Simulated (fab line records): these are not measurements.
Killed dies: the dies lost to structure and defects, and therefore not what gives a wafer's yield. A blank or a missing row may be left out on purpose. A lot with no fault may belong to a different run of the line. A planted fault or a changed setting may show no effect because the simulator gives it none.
The tool behind it: which one? + flow nand harc + 12 lots (36 wafers sampled), 1 step of a 1159-step route

WHAT THE GAUGES SHOWED, per wafer
NHARC_P_CONTACT_INSPECT_27.
| lot  | measured     | on                | raw defect count |
|------|--------------|-------------------|------------------|
| L075 | day 6 07:20  | defect inspect-02 | 292 189 223      |
| L077 | day 6 16:56  | defect inspect-02 | 274 178 140      |
| L081 | day 7 09:50  | defect inspect-02 | 202 136 284      |
| L079 | day 7 11:23  | defect inspect-02 | 163 118 305      |
| L083 | day 7 21:32  | defect inspect-01 | 274 137 236      |
| L087 | day 8 23:08  | defect inspect-01 | 311 324 268      |
| L085 | day 9 20:08  | defect inspect-01 | 363 325 310      |
| L090 | day 10 04:13 | defect inspect-02 | 210 209 291      |
| L091 | day 10 05:44 | defect inspect-02 | 247 207 113      |
| L093 | day 10 15:44 | defect inspect-02 | 179 194 222      |
| L095 | day 11 04:56 | defect inspect-01 | 246 258 307      |
| L097 | day 11 14:01 | defect inspect-01 | 271 138 241      |

WHICH TOOL RAN EACH LOT (tool, then ch and the chambers of the sampled wafers, then the start)
The record holds no process step before these readings.

THE ANSWER, worked out from the rows above alone
Rule: what is usual is taken from the lots themselves. The widest of any qualifying gaps counts: lots, ordered by their means at a reading, are off when they make up no more than a third of the lots, leave a main group of 4 or more, and stand apart from it by 3 or more times the standard deviation of that group's means. A main group whose means are all the same, to the digits that the tables above print for the reading, isn't used. A lot without any number at a reading at which 4 lots or more have one is off too. The other lots that the step has rows for count as sound.
Across all readings shown, no lot is off: no conclusion can be drawn from this.

WHAT WAS PUT IN BY THE SIMULATOR
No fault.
